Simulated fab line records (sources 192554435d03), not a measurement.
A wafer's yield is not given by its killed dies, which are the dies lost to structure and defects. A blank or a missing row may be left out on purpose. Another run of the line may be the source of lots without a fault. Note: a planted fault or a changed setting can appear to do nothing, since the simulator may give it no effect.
Chamber matching | flow n5Finfet | N5_BEOL_M13_DESCUM_15 on rieDiel-03: 4 sister chambers
The step chemistry O2, time 7.9 s. 20 wafers are shown with their chamber, then 10 later ones without.

== EACH WAFER AND ITS CHAMBER ==
wafer  | chamber | showerheadPlenumPTorr (Torr) | throttleValvePct (%) | drypumpMotorCurrentA (A)
L075.1 | 3       | 2.14                         | 20.33                | 6.3
L075.4 | 2       | 2.09                         | 20.38                | 5.4
L075.5 | 2       | 2.09                         | 20.36                | 5.5
L077.3 | 3       | 2.14                         | 20.34                | 6.2
L077.4 | 1       | 2.18                         | 20.44                | 6.1
L077.6 | 3       | 2.14                         | 20.34                | 6.2
L078.1 | 1       | 2.18                         | 20.45                | 6.1
L078.3 | 0       | 2.01                         | 20.18                | 6.2
L078.5 | 0       | 2.01                         | 20.16                | 6.1
L079.1 | 0       | 2.00                         | 20.18                | 6.2
L079.5 | 0       | 2.01                         | 20.18                | 6.2
L079.6 | 1       | 2.18                         | 20.45                | 6.1
L080.1 | 3       | 2.13                         | 20.34                | 6.2
L080.4 | 1       | 2.18                         | 20.46                | 6.2
L080.6 | 0       | 2.00                         | 20.18                | 6.2
L086.2 | 2       | 2.08                         | 20.36                | 5.4
L086.3 | 3       | 2.13                         | 20.35                | 6.3
L086.5 | 2       | 2.08                         | 20.37                | 5.5
L085.2 | 3       | 2.13                         | 20.38                | 6.2
L085.3 | 0       | 2.00                         | 20.20                | 6.2

SIGNATURES (means of the wafers above)
reading               | chamber 0 | chamber 1 | chamber 2 | chamber 3 | scatter within a chamber
showerheadPlenumPTorr | 2.0050    | 2.1800    | 2.0850    | 2.1350    | 0.005
throttleValvePct      | 20.1800   | 20.4500   | 20.3675   | 20.3467   | 0.0132
drypumpMotorCurrentA  | 6.183     | 6.125     | 5.450     | 6.233     | 0.0495
Rule: for a wafer and a chamber, the distance is found by dividing, reading by reading, the gap between the wafer's reading and the chamber's mean by the reading's scatter, squaring, summing and taking the root. If the next closest chamber is less than 2 further off than the closest, the wafer can't be placed; otherwise it belongs to the closest. How the scatter is found: for the shown wafers, subtract from each reading the mean of its chamber, square and add these, divide the total by (wafers less chambers), then take the root.

== WAFERS WITH NO CHAMBER GIVEN ==
wafer  | showerheadPlenumPTorr (Torr) | throttleValvePct (%) | drypumpMotorCurrentA (A)
L085.4 | 2.08                         | 20.38                | 5.4
L088.1 | 2.17                         | 20.49                | 6.1
L088.3 | 2.08                         | 20.39                | 5.4
L088.4 | 2.00                         | 20.20                | 6.2
L092.1 | 2.17                         | 20.48                | 6.2
L092.4 | 2.12                         | 20.40                | 6.2
L092.6 | 2.08                         | 20.42                | 5.5
L097.1 | 1.99                         | 20.24                | 6.2
L097.2 | 2.07                         | 20.43                | 5.4
L097.5 | 2.07                         | 20.42                | 5.4

== WHICH CHAMBER EACH ONE RAN IN ==
wafer  | from the rows above | in truth
L085.4 | 2                   | 2
L088.1 | 1                   | 1
L088.3 | 2                   | 2
L088.4 | 0                   | 0
L092.1 | 1                   | 1
L092.4 | 3                   | 3
L092.6 | 2                   | 2
L097.1 | 0                   | 0
L097.2 | 2                   | 2
L097.5 | 2                   | 2
10 of 10 placed correctly. Not placeable from these rows: 0. Number placed wrongly: 0.
